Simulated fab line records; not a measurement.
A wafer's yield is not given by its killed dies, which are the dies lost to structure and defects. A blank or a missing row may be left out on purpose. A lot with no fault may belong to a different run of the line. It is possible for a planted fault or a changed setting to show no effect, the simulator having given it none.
Split-lot experiment    flow n5 finfet    7 lots, 39 wafers read, on a route of 1938 steps

SPLIT DETAILS
At N5_BEOL_M10_DEP_56 (deposits SiCN from 3MS/NH3, target thk 15 nm, time 26.5 s), the setting target thk a was moved away from the recipe's 150 angstrom on 18 of the 39 wafers read, by -57.4% to +59.9%. For the rest of the wafers, this setting stayed at what the recipe calls for.

Reading taken at the split's own step.

THE READING
SiCN_of_BEOL_M10_DEP_56.thk nm (the simulator's own value, which no gauge read), in nm, at N5_BEOL_M10_DEP_56 (deposits SiCN from 3MS/NH3, target thk 15 nm, time 26.5 s). There is no usual value for it anywhere in the file. Here, 21 wafers ran the recipe; their average is 15.1 nm with a standard deviation of 0.22 nm.

wafer   tool, chamber at the split  target thk a as run, angstrom  against the recipe  SiCN_of_BEOL_M10_DEP_56.thk nm, nm  against lot-mates on the recipe
L084.1  pecvd-04, 1,2,0             217.6                          +45.1%              21.6                                +6.5
L084.2  pecvd-04, 1,2,0             217.6                          +45.1%              21.6                                +6.5
L084.5  pecvd-04, 1,2,0             217.6                          +45.1%              21.6                                +6.5
L084.3  pecvd-04, 0,1               150                            recipe              15                                  -
L084.6  pecvd-04, 0,1               150                            recipe              15                                  -
L084.4  pecvd-04, 2                 150                            recipe              15.2                                -
L085.3  pecvd-04, 1,2               150                            recipe              15                                  -
L085.4  pecvd-04, 1,2               150                            recipe              15                                  -
L085.6  pecvd-04, 1                 150                            recipe              14.8                                -
L089.1  pecvd-04, 2,1               150                            recipe              14.8                                -
L089.2  pecvd-04, 2,1               150                            recipe              14.8                                -
L089.3  pecvd-04, 0                 77.02                          -48.7%              7.4                                 -7.5
L089.4  pecvd-04, 0                 77.02                          -48.7%              7.6                                 -7.3
L089.5  pecvd-04, 1                 77.02                          -48.7%              7.8                                 -7.1
L089.6  pecvd-04, 2                 150                            recipe              15.2                                -
L090.1  pecvd-03, 0                 150                            recipe              15                                  -
L090.2  pecvd-03, 2                 194                            +29.3%              19.8                                +4.6
L090.3  pecvd-03, 1                 194                            +29.3%              19.4                                +4.2
L090.4  pecvd-03, 2                 150                            recipe              15.4                                -
L090.5  pecvd-03, 1                 194                            +29.3%              19.6                                +4.4
L090.6  pecvd-03, 0                 150                            recipe              15.2                                -
L091.1  pecvd-04, 1                 96.82                          -35.5%              9.6                                 -5.7
L091.2  pecvd-04, 0                 150                            recipe              15.2                                -
L091.3  pecvd-04, 2                 96.82                          -35.5%              9.8                                 -5.5
L091.4  pecvd-04, 0,1               150                            recipe              15.4                                -
L091.6  pecvd-04, 0,1               150                            recipe              15.4                                -
L091.5  pecvd-04, 2                 96.82                          -35.5%              10                                  -5.3
L095.1  pecvd-02, 2                 150                            recipe              14.6                                -
L095.2  pecvd-02, 0                 239.8                          +59.9%              23.8                                +8.9
L095.3  pecvd-02, 1                 150                            recipe              15                                  -
L095.4  pecvd-02, 0                 239.8                          +59.9%              24.4                                +9.5
L095.5  pecvd-02, 1                 239.8                          +59.9%              24.2                                +9.3
L095.6  pecvd-02, 2                 150                            recipe              15.2                                -
L097.1  pecvd-03, 1,2               63.97                          -57.4%              6.4                                 -8.9
L097.3  pecvd-03, 1,2               63.97                          -57.4%              6.4                                 -8.9
L097.2  pecvd-03, 0                 63.97                          -57.4%              6.6                                 -8.7
L097.4  pecvd-03, 1,0               150                            recipe              15.2                                -
L097.6  pecvd-03, 1,0               150                            recipe              15.2                                -
L097.5  pecvd-03, 2                 150                            recipe              15.4                                -
If several chambers appear in one row, that row covers several wafers at once and the file leaves open which wafer was in which chamber.

FIT RESULTS
A straight line over all 39 wafers: SiCN_of_BEOL_M10_DEP_56.thk nm changes by +0.15 nm for each +1% of target thk a; r = +1.00; the points scatter about the line by 0.22 nm.
The same after taking each lot's own level away (the mean of its wafers on the recipe; 39 wafers): +0.152 nm for each +1%; r = +1.00; scatter 0.19 nm.
The reading moves by 9.1 nm for the largest change in target thk a, on that fit.
Across the lots, their own levels run from 14.93 to 15.33 nm, a range of 1.8 times the standard deviation given above.
The two slopes are in agreement: the lot-to-lot level therefore moves the slope only a little.
Check: +9.07 nm against its lot-mates is what the line predicts for one of the wafers moved furthest among these (+59.9%) when that wafer is left out of the fit. Against them it came out at +8.87 nm.

OTHER SPLITS ON THESE WAFERS
These wafers also went through other splits before the reading. Each is held against what the fit with the lots' levels taken away leaves over:
other split on the same wafers    wafers away from the commonest value  r with SiCN_of_BEOL_M10_DEP_56.thk nm (lot level and that fit taken away)
N5_BEOL_M8_TRENCH_ETCH_37 time s  12                                    -0.08

THE FILE'S OWN FIT
SiCN_of_BEOL_M10_DEP_56.thk nm changes by +0.152 nm for each +1% of target thk a, r = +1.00.
